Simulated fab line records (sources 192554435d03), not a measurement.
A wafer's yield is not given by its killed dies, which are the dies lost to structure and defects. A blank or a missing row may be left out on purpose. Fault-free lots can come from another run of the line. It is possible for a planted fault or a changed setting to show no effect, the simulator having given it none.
fab line records -- flow n5Finfet
record: lots: 4, wafers: 12, lastDay: 18
route steps=1938 shown BEOL_M8@1381 BEOL_M9@1401 PASSIVATION@1936
lots with no fault: from the same line, run without faults
startH: the number of hours between the record's first day and the start of the first shown wafer of the lot -- waitH: how many hours have passed since the lot's step before this one -- " same as the row above -- L1.1+2: several wafers, shown together as one row -- - no value, or no start was given -- * or withheld: withheld -- < > ~ a bound
route shown NAME@n: NAME is a module with steps in the file, n the number in the route of the first one -- usual: the fault-free wafers' mean and standard deviation -- same: alike in all rows -- chamber/n: place in a boat -- sites: each site's reading -- _std_site: the standard deviation of these -- _edge_site: inner sites' mean taken away from outer sites' mean -- radiusMm: for every site, how far away it sits from the centre of the wafer -- mask NAME#n: copy n -- behind: the tool/chamber that last shaped the wafer -- hold: the reason the lot was held/the length of the hold in hours/how it ended -- device: whichever transistor did not switch (one of n, p or np) -- end of line: tests run on the same wafers once the route is complete -- step lacking rows: just its recipe -- killed: dies lost to structure and defects at the first sort, not the wafer's yield -- map: the dies of a wafer, with x for killed, . for not killed, _ for no die there
set.NAME: setting as actually run; set.NAME@STEP: the setting as run at that earlier step -- model.NAME: the simulator's own value behind a step, which no gauge read
lots at some steps of the route; a table a step, a row a wafer
services: from which hour (startH, from the record's first day; less than 0 if before it) a tool's chamber was out of use, for how many hours, and why
== steps ==
step: N5_BEOL_M8_HM_STRIP_39
recipe: chemistry: peroxideTinStrip, material: TiN, targetDepthA: 250, tempC: 50, timeS: 158
step: N5_BEOL_M8_SRD_40
recipe: timeS: 30, tempC: 23, rinseLiquid: diw, dry: ipaMarangoni
step: N5_BEOL_M8_PRECLEAN_42
recipe: chemistry: residueRemover, timeS: 60, tempC: 40
step: N5_BEOL_M8_SRD_43
recipe: timeS: 30, tempC: 23, rinseLiquid: diw, dry: ipaMarangoni
step: N5_BEOL_M8_CURE_75
recipe: tempC: 370, timeS: 120, ambient: DMADMS/He, material: SiCOH_lowk
step: N5_BEOL_M8_DEGAS_44
recipe: ambient: vacuum, tempC: 250, timeS: 60
step: N5_BEOL_M8_PRE_CLEAN_45
recipe: gas: H2/He, timeS: 30, tempC: 250
step: N5_BEOL_M8_ALD_77
recipe: material: TaN, targetThkA: 20, tempC: 275, aldPrecursorFamily: PDMAT, aldCoReactant: NH3, pressureTorr: 3, carrierFlowSccm: 1500, pulseTimeS: 2, purgeTimeS: 3, coReactantPurgeTimeS: 2, coReactantPulseTimeS: 3, aldCycles: 40, precursorVesselTempC: 75, precursorVesselPressureTorr: 26.25, precursorVesselCarrierSccm: 1000
step: N5_BEOL_M8_SURFACE_TREAT_79
recipe: gas: Ar, timeS: *, ionEnergyEv: *, ionCurrentMaCm2: 0.5, pressureMtorr: *, arFlowSccm: 30
step: N5_BEOL_M8_CVD_78
recipe: material: Co, targetThkA: 20, tempC: withheld, precursor: CCTBA/H2, pressureTorr: 30, timeS: 142.3
step: N5_BEOL_M8_SPUTTER_48
recipe: material: Cu, targetThkA: 100, tempC: -20, biasV: 60, powerW: 26000, chamberPressurePa: 0.13, timeS: 1.667
step: N5_BEOL_M8_ECD_50
recipe: material: Cu, targetThkA: 3000
lot.wafer,tool,chamber,startH,waitH
L148.2+3+5,ecdCu-02,1,288.85,0.1
L150.2+5+6,ecdCu-01,"1,1,0",308.92,0.1
L155.2+3+4,ecdCu-02,"0,0,1",343.92,0.1
L157.2+4+5,ecdCu-02,"1,0,1",360.35,0.1
step: N5_BEOL_M8_ANNEAL_51
recipe: tempC: 225, timeS: 90, ambient: N2
step: N5_BEOL_M8_CMP_52
recipe: stopOn: SiCOH_lowk, tOverpolishS: 6.9, downForcePsi: 1, platenRpm: 50, clearingPlatenDownForcePsi: 1.5, clearingPlatenRpm: 50, postCmpClean: cuAlkaline, targetThkNm: 80, clearingPlatenPadVelocityMS: 0.99484, padVelocityMS: 0.99484
step: N5_BEOL_M8_PRE_CLEAN_55
recipe: gas: NH3, timeS: 15, tempC: withheld, rfPowerW: 300
step: N5_BEOL_M8_DEP_56
recipe: material: SiCN, targetThkA: 100, tempC: withheld, precursor: 3MS/NH3, pressureTorr: 3, rfW: 202, timeS: 17.5
step: N5_BEOL_M9_ILD_DEP_00
recipe: material: SiCOH_lowk, targetThkA: 3085.1, tempC: 300, precursor: DEMS/porogen, pressureTorr: 5, rfW: 500, timeS: 58
step: N5_BEOL_M9_CURE_71
recipe: tempC: 385, timeS: 240, ambient: He/Ar, material: SiCOH_lowk
step: N5_BEOL_M9_PECVD_70
recipe: material: SiO2, targetThkA: 200, tempC: 400, precursor: TEOS/O2, pressureTorr: 5.5, rfW: 450, teosFlowSccm: 53.8, gas: O2, flowSccm: 3000, timeS: 22.7
step: N5_BEOL_M9_HM_DEP_02
recipe: material: TiN, targetThkA: 200, tempC: 25, chamberPressurePa: 0.49996
step: N5_BEOL_M9_COAT_59
recipe: resist: SOC, tempC: 250, timeS: 60, spinRpm: 1500, resistThkNm: 100
step: N5_BEOL_M9_COAT_60
recipe: resist: SiARC, tempC: 220, timeS: 60, spinRpm: 1500, resistThkNm: 30
step: N5_BEOL_M9_COAT_05
recipe: resist: CAR-ArF, spinRpm: 1500, resistThkNm: 90
step: N5_BEOL_M9_EBR_07
recipe: solvent: PGMEA, ebrWidthMm: 1.5
step: N5_BEOL_M9_SOFTBAKE_06
recipe: tempC: 110, timeS: 60, resist: CAR-ArF
step: N5_BEOL_M9_EXPOSE_08
recipe: maskId: M9, na: 1.35, sourceShape: dipole, sigmaInner: 0.411, sigmaOuter: 0.611, polarization: te, doseMj: 53.75
step: N5_BEOL_M9_PEB_09
recipe: pebTempC: withheld, pebTimeS: 60, resist: CAR-ArF
step: N5_BEOL_M9_DEVELOP_10
recipe: developTimeS: 30, developer: TMAH, resist: CAR-ArF, rinseLiquid: diw, dry: airSpin, devTempC: 23
step: N5_BEOL_M9_DESCUM_16
recipe: chemistry: O2, timeS: 7.9, sourcePowerW: 50, biasPowerW: 20, pressureMtorr: 20, rfFrequencyHz: 2.712e+07, tempC: 40, resist: CAR-ArF, o2FlowSccm: 225
step: N5_BEOL_M9_ETCH_61
recipe: chemistry: CF4, target: SiARC, targetDepthA: 390, maskMaterial: CAR-ArF, timeS: 65, ionEnergyEv: 80, pressureMtorr: 40, sourceW: 545, biasW: 36, Ar_flow_sccm: 100, cf4FlowSccm: 100, ends: cleared
step: N5_BEOL_M9_ETCH_62
recipe: chemistry: N2/H2, target: SOC, targetDepthA: 1100, overetchA: 220, maskMaterial: SiARC, tempC: 40, timeS: 165, ionEnergyEv: 200, pressureMtorr: 30, sourceW: 840, biasW: 150, n2FlowSccm: 200, h2FlowSccm: 200
step: N5_BEOL_M9_STRIP_68
recipe: chemistry: N2/H2, tempC: 40, n2FlowSccm: 200, h2FlowSccm: 200, rfFrequencyHz: 6e+07
step: N5_BEOL_M9_STRIP_67
recipe: chemistry: CF4, resist: SiARC, powerW: 300, biasPowerW: 75, pressureMtorr: 50, cf4FlowSccm: 150, rfFrequencyHz: 6e+07
step: N5_BEOL_M9_HM_OPEN_17
recipe: chemistry: Cl2/BCl3, targetDepthA: 200, overetchA: 60, target: TiN, maskMaterial: SOC, ionEnergyEv: 150, pressureMtorr: 10, icpW: 1000, biasW: 126, Cl2_flow_sccm: 53.25, bcl3FlowSccm: 21.75, Ar_flow_sccm: 25
step: N5_PASSIVATION_PROBE_49
usual: defectLimitedYield: 91.5/1.4, killed_at_M0_to_M3: 34/11, killed_at_M4_up: 15/6, killedAtContacts: 11/5.9, killedAtFrontEnd: 37/11, killedAtOther: 3.6/2.9, killedDies: 101/17, killedOnRim: 13/4, killedOpen: 66/12, killedShort: 33/7.8, sort_bin_5_function: 5.0/0.97, sort_bin_6_memory: 3.2/0.65, sort_bin_8_speed: 0.02/0.2, sortNPass: 1079/17, sortYieldPct: 91.4/1.4
same: grossDies: 1180, killedAtBackSide: 0, sort_bin_4_leakage[%]: 0
lot.wafer,tool,chamber,startH,waitH,defectLimitedYield[%],killed_at_M0_to_M3,killed_at_M4_up,killedAtContacts,killedAtFrontEnd,killedAtOther,killedDies,killedOnRim,killedOpen,killedShort,sort_bin_5_function[%],sort_bin_6_memory[%],sort_bin_8_speed[%],sortNPass,sortYieldPct[%]
L150.2,prober-02,-,376.14,0.1,89.9,37,15,23,42,2,119,18,76,42,6.4,3.1,0,1061,89.9
L150.5,prober-02,-,376.29,0.2,92.4,30,12,25,22,1,90,13,63,26,4.6,2.9,0,1090,92.4
L150.6,prober-02,-,376.34,0.3,93.1,19,11,24,23,4,81,11,57,23,3.8,2.9,0,1099,93.1
L155.2,prober-01,-,414.88,0.1,67.8,29,308,8,25,10,380,45,56,28,19.9,10.3,0.08,799,67.7
L155.3,prober-01,-,414.93,0.1,66.6,45,321,10,17,1,394,51,60,24,20.8,11.1,0,786,66.6
L155.4,prober-01,-,414.98,0.2,70.7,34,284,7,19,2,346,45,44,23,17.1,10.8,0,834,70.7
L157.2,prober-02,-,427.58,0.1,71.7,15,271,12,31,5,334,43,45,22,17.4,9.0,0.08,846,71.7
L157.4,prober-02,-,427.68,0.2,68.5,26,298,8,36,4,372,37,53,28,18.1,11.5,0,808,68.5
L157.5,prober-02,-,427.73,0.2,67.1,23,303,19,37,6,388,49,63,32,18.4,12.4,0,792,67.1
killed by level:class
L150.2 STI_FIN_REVEAL:geometricParticle:open=14 MOL_CONTACT_COAG:geometricParticle:open=13 BEOL_M2:geometricParticle:open=11 MOL_CONTACT_COAG:geometricParticle:short=9 GATE_CUT:geometricParticle:short=7 BEOL_M4:geometricParticle:open=7 BEOL_M1:geometricParticle:short=7 BEOL_M0_SAQP:geometricParticle:short=6
L150.5 MOL_CONTACT_COAG:geometricParticle:open=24 BEOL_M2:geometricParticle:open=10 BEOL_M1:geometricParticle:short=5 BEOL_M1:geometricParticle:open=5 BEOL_M4:geometricParticle:open=5 STARTING-WAFER:geometricParticle:short=4 STI_FIN_REVEAL:geometricParticle:short=3 STI_FIN_REVEAL:geometricParticle:open=3
L150.6 MOL_CONTACT_COAG:geometricParticle:open=22 GATE_CUT:geometricParticle:short=8 BEOL_M4:geometricParticle:open=6 BEOL_M2:geometricParticle:open=4 BEOL_M3:geometricParticle:open=4 BEOL_M0_SAQP:geometricParticle:short=3 BEOL_M1:geometricParticle:open=3 FIN_SAQP:geometricParticle:short=2
L155.2 BEOL_M8:unspecified=295 BEOL_M4:geometricParticle:open=8 FIN_SAQP:geometricParticle:open=7 MOL_CONTACT_COAG:geometricParticle:open=7 BEOL_M2:geometricParticle:open=7 BEOL_M0_SAQP:geometricParticle:open=5 BEOL_M0_SAQP:geometricParticle:short=5 FIN_SAQP:geometricParticle:short=4
L155.3 BEOL_M8:unspecified=310 BEOL_M0_SAQP:geometricParticle:open=15 BEOL_M3:geometricParticle:open=11 MOL_CONTACT_COAG:geometricParticle:open=10 BEOL_M0_SAQP:geometricParticle:short=7 BEOL_M4:geometricParticle:open=6 STI_FIN_REVEAL:geometricParticle:open=5 BEOL_M3:geometricParticle:short=4
L155.4 BEOL_M8:unspecified=279 BEOL_M0_SAQP:geometricParticle:open=8 BEOL_M0_SAQP:geometricParticle:short=7 BEOL_M1:geometricParticle:open=7 DUMMY_GATE:geometricParticle:open=5 MOL_CONTACT_COAG:geometricParticle:open=5 BEOL_M3:geometricParticle:open=5 FIN_SAQP:geometricParticle:short=4
L157.2 BEOL_M8:unspecified=264 MOL_CONTACT_COAG:geometricParticle:open=10 FIN_SAQP:geometricParticle:open=8 BEOL_M2:geometricParticle:open=6 FIN_SAQP:geometricParticle:short=5 STI_FIN_REVEAL:geometricParticle:open=5 STI_FIN_REVEAL:geometricParticle:short=2 DUMMY_GATE:geometricParticle:open=2
L157.4 BEOL_M8:unspecified=289 FIN_SAQP:geometricParticle:open=11 FIN_SAQP:geometricParticle:short=7 STI_FIN_REVEAL:geometricParticle:open=5 MOL_CONTACT_COAG:geometricParticle:open=5 BEOL_M0_SAQP:geometricParticle:short=5 BEOL_M0_SAQP:geometricParticle:open=5 BEOL_M4:geometricParticle:open=5
L157.5 BEOL_M8:unspecified=293 MOL_CONTACT_COAG:geometricParticle:open=18 STI_FIN_REVEAL:geometricParticle:open=9 FIN_SAQP:geometricParticle:open=6 FIN_SAQP:geometricParticle:short=5 STI_FIN_REVEAL:geometricParticle:short=5 BEOL_M1:geometricParticle:open=5 BEOL_M7:geometricParticle:open=4
map L155.3 (x killed, . not)
_________________..x..xx.x...________________
______________...x.x..x.xx....xx_____________
___________x...x.....x....x...xx.x.__________
__________x.x..xx...x.x...x..x.x.xx._________
________....x.x..xx....xx..x...xx...xx_______
_______.x.x..x........xxx..xxx........x______
______.x...x....x....x..xx.x.x...x.x...x_____
_____..x.......xx.x....x..x...x...x.x.xx.____
____..x.x.x.........x....x.xx...x.....x...___
___...x.x..x....x.........x...x.x..x..x.x.x__
___x.x..xx...x...xx...x.....xxx.x..x.....x.__
__.....x.....x.xx.....x......xxxx.....x...x._
__.x....x...xxx...x.......x.xxxx..xxxx.....x_
_xxx...x...x......x......xx...x..x........xx.
_...x.x......x......x....x.x..x....x..x.xx.x.
_..xx...xxxxxx.xx..xxx.xxxx...x.xx......x..x.
_....xx............xx.x..x..xx..xx...x...x...
_.xx..x.....xx......x..x..x..x.xx.xx.x...x.x.
_......xxx....x...x..x......x.....x...x.x.xx.
_..x.....x......x.xx.....xxx..x.x.x.x...xxxxx
_x.......x.x......xx.....x..xx.x....x..x...x.
__x.xx.x...x..xx..xxx....xx......x..xx..x..._
__x.x..x.x...xx...xx..xxx.xx..x..x.xx...xxxx_
___xx.....x.x.........x........x..xx.x.x.xx__
___.x.xxx..x......x.xxx.x.x...x.....x..x...__
____..xx.x....xxx.....xx.x.xx..x..xxxx.xx.___
_____.x....x.x.xx....x.xx..xxx.x..x......____
______.x..x.x.x...x................xx..._____
_______x.xxx.xx....x...xx......x....xx.______
________.x.x................x.x..x...._______
__________...xx.......xxx...x.x.xxx._________
___________........x.xxxxx....x.x..__________
______________x..x.x..x....xx..._____________
_________________....xx.x.x..________________
map L157.5 (x killed, . not)
_________________.x....xxxxx.________________
______________.....x..xxx.x..x.x_____________
___________.xx....x.xx...x.....xx..__________
__________xx...x.xx.x...x........x.x_________
________...x.x................x......._______
_______.....x.x..x....x..........x.x...______
______....x....x..x....xx.x..x..xx...xxx_____
_____x.x..xxx..x.x.x.x.xx..x.xx.x.xx.x..x____
____x...xxxxx..xxx...x.x.......x.x.xx...x.___
___.......x.xx.xx..x.xx..x.xx.xx.xx...x....__
___.xxx........xx.x.x...xxx...x......x..x..__
__..x......x.............x...x..xx....x....x_
__x.....x............x..x........xx.xx.xx.x._
_.x..x...x..........x....x...x.......x.x.x...
_.......x.x...x......x.....xxxx.xxx.....x...x
_xx....x...x..xxx......xxxx.xx..........x..xx
_x...x.x...xx...........x.x...x.x....x......x
_.xx...xx....x...x.....x....x.x..x.xx..x.x...
_.....xx.....xx...x...x............x....x.x..
_xxx....x.x.....xxxx..xx....x..xx.x.....x...x
_.x.x..x.....x.xx.xxx....x....x..............
__...x...xx.xx.xx.xx.x.xxx..........xx..x..._
__.......xx..xx...xx.x...........xxxx..x.xx._
___..xx.xx.xx...x.x.x..x.....xx....x...x...__
___..xxx.......xx....xxxxx......xxx.xx..x.x__
____x.x..x.xx...x...x.x.xx........x.xx....___
_____...x.........xxxxx.xx.......x..x.x..____
______x..xx.x........xx.xxxx.x.....xx.x._____
_______.x..x...xx.xx...x.xxxx...x......______
________....x..xx.x....x.xx..xx...x..._______
__________....xx.xx.xx....x..xx....._________
___________...x...xxx..x....x.xxx..__________
______________..x..xxxxxxx....xx_____________
_________________...x..xxx..x________________
== services ==
tool,chamber,startH,hours,kind
ecdCu-01,-,267.24,4.8,pm
ecdCu-02,-,299.59,0.7,repair
ecdCu-02,-,345.20,6.0,pm
ecdCu-01,-,356.09,6.1,repair
== key ==
firstSign: step: N5_PASSIVATION_PROBE_49, reading: killed_at_M4_up, direction: up, sigmas: 47, usual: 15, struck: 298
effect: step: N5_PASSIVATION_PROBE_49, reading: defectLimitedYield, direction: down, sigmas: 16, usual: 91.5, struck: 68.7
moreKillsBornAt: N5_BEOL_M8_ECD_50@ecdCu-02: 1730
metAt N5_BEOL_M8_ECD_50
struckWafers L155.2,L155.3,L155.4,L157.2,L157.4,L157.5
onsetBetween 288.85 343.92
alsoFits time
fault: kind: chamberParticleSource, tool: ecdCu-02, chamber: -, onsetH: 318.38, steps: N5_BEOL_M8_ECD_50, ratePerVisitCm2: 0.5479
